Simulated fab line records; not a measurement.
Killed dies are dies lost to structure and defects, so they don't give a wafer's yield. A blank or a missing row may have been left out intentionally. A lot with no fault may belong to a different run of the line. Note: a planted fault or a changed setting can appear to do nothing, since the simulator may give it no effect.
Matching of chambers	flow n5_finfet	N5_FIN_SAQP_MANDREL1_REMOVE_56 on rie_si-06 has 4 sister chambers
The step chemistry HBr/Cl2/O2, target a-Si, stops on SiNx, bt time 10 s. 18 wafers are shown with their chamber, then 9 later ones without.

## EACH WAFER AND ITS CHAMBER
wafer	chamber	drypump_motor_current_A (A)	throttle_valve_pct (%)	oes_product_au (a.u.)
L074.2	2	5.5	35.9	0.992
L074.3	1	5.8	36.7	1.027
L074.5	0	6.0	37.0	1.009
L076.1	3	4.8	36.9	1.003
L076.3	0	6.0	37.0	1.000
L076.5	0	6.0	37.0	1.000
L083.2	3	4.9	36.9	1.010
L083.4	1	5.8	36.7	1.019
L083.5	0	6.0	37.0	0.987
L089.4	2	5.5	36.0	0.994
L089.5	0	6.0	37.0	1.006
L089.6	1	5.8	36.7	1.025
L091.2	2	5.5	35.9	0.986
L091.3	3	4.9	36.9	1.013
L091.4	0	6.0	37.0	1.000
L092.2	1	5.8	36.7	1.022
L092.5	0	6.0	37.0	1.012
L092.6	3	4.9	36.9	1.017

SIGNATURES (averages over the wafers above)
reading	chamber 0	chamber 1	chamber 2	chamber 3	scatter within a chamber
drypump_motor_current_A	6.000	5.800	5.500	4.875	0.0231
throttle_valve_pct	37.000	36.700	35.933	36.900	0.0218
oes_product_au	1.00200	1.02325	0.99067	1.01075	0.00643
Rule: a wafer's distance from a chamber is the root of the sum, over the readings, of the square of ((its reading less the chamber's mean) divided by the reading's scatter). If the next closest chamber is less than 2 further off than the closest, the wafer can't be placed; otherwise it belongs to the closest. The scatter is the square root of a quotient: the sum, over the shown wafers, of each reading's squared deviation from its chamber's mean, divided by wafers minus chambers.

## WAFERS WITH NO CHAMBER GIVEN
wafer	drypump_motor_current_A (A)	throttle_valve_pct (%)	oes_product_au (a.u.)
L093.2	5.8	36.7	1.025
L093.4	5.5	36.0	0.989
L093.5	6.0	37.0	1.002
L094.1	5.5	36.0	0.991
L094.4	5.8	36.7	1.019
L094.6	6.0	37.0	1.008
L095.1	5.8	36.7	1.023
L095.3	5.5	36.0	0.998
L095.4	6.0	37.0	1.014

## WHICH CHAMBER EACH ONE RAN IN
wafer	from the rows above	in truth
L093.2	1	1
L093.4	2	2
L093.5	0	0
L094.1	2	2
L094.4	1	1
L094.6	0	0
L095.1	1	1
L095.3	2	2
L095.4	0	0
9 of 9 placed correctly. Number that these rows cannot place: 0. Placed wrongly: 0.
